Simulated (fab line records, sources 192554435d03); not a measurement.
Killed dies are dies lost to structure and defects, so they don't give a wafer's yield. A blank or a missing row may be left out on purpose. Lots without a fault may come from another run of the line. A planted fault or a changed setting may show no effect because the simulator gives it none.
Chamber matching | flow n5_finfet | N5_BEOL_M13_ETCH_38 on rie_diel-05: 4 sister chambers
The step etches SiCN in CF4/N2, target depth 67.5 nm, time 71.9 s. 8 wafers are shown with their chamber, then 7 later ones without.

WAFERS WITH THEIR CHAMBER
wafer  | chamber | showerhead_plenum_p_Torr (Torr) | drypump_motor_current_A (A)
L075.5 | 2       | 2.35                            | 5.6
L080.1 | 0       | 2.15                            | 5.5
L080.2 | 2       | 2.34                            | 5.6
L081.2 | 0       | 2.15                            | 5.5
L081.3 | 1       | 2.32                            | 5.4
L081.4 | 3       | 2.25                            | 4.9
L085.3 | 1       | 2.32                            | 5.4
L085.4 | 3       | 2.24                            | 5.0

WAFERS WITHOUT THEIR CHAMBER
wafer  | showerhead_plenum_p_Torr (Torr) | drypump_motor_current_A (A)
L085.6 | 2.34                            | 5.6
L094.1 | 2.31                            | 5.4
L094.2 | 2.33                            | 5.6
L094.6 | 2.14                            | 5.6
L095.2 | 2.33                            | 5.6
L095.3 | 2.24                            | 4.9
L095.6 | 2.31                            | 5.4

WHICH CHAMBER EACH WENT THROUGH
wafer  | from the rows above | in truth
L085.6 | 2                   | 2
L094.1 | 1                   | 1
L094.2 | 2                   | 2
L094.6 | 0                   | 0
L095.2 | 2                   | 2
L095.3 | 3                   | 3
L095.6 | 1                   | 1
Placed correctly: 7 of 7. Can't be placed from these rows: 0. Placed wrongly: 0.
How it was worked out, from the rows above alone: a wafer's distance from a chamber is the root of the sum, over the readings, of the square of ((its reading less the chamber's mean) divided by the reading's scatter). The wafer belongs to the nearest chamber; if the next one is less than 2 further off, it can't be placed. A chamber's mean is the mean of its shown wafers. The scatter: the root of (the sum of the squares of (reading less its chamber's mean) over the shown wafers, divided by (wafers less chambers)).
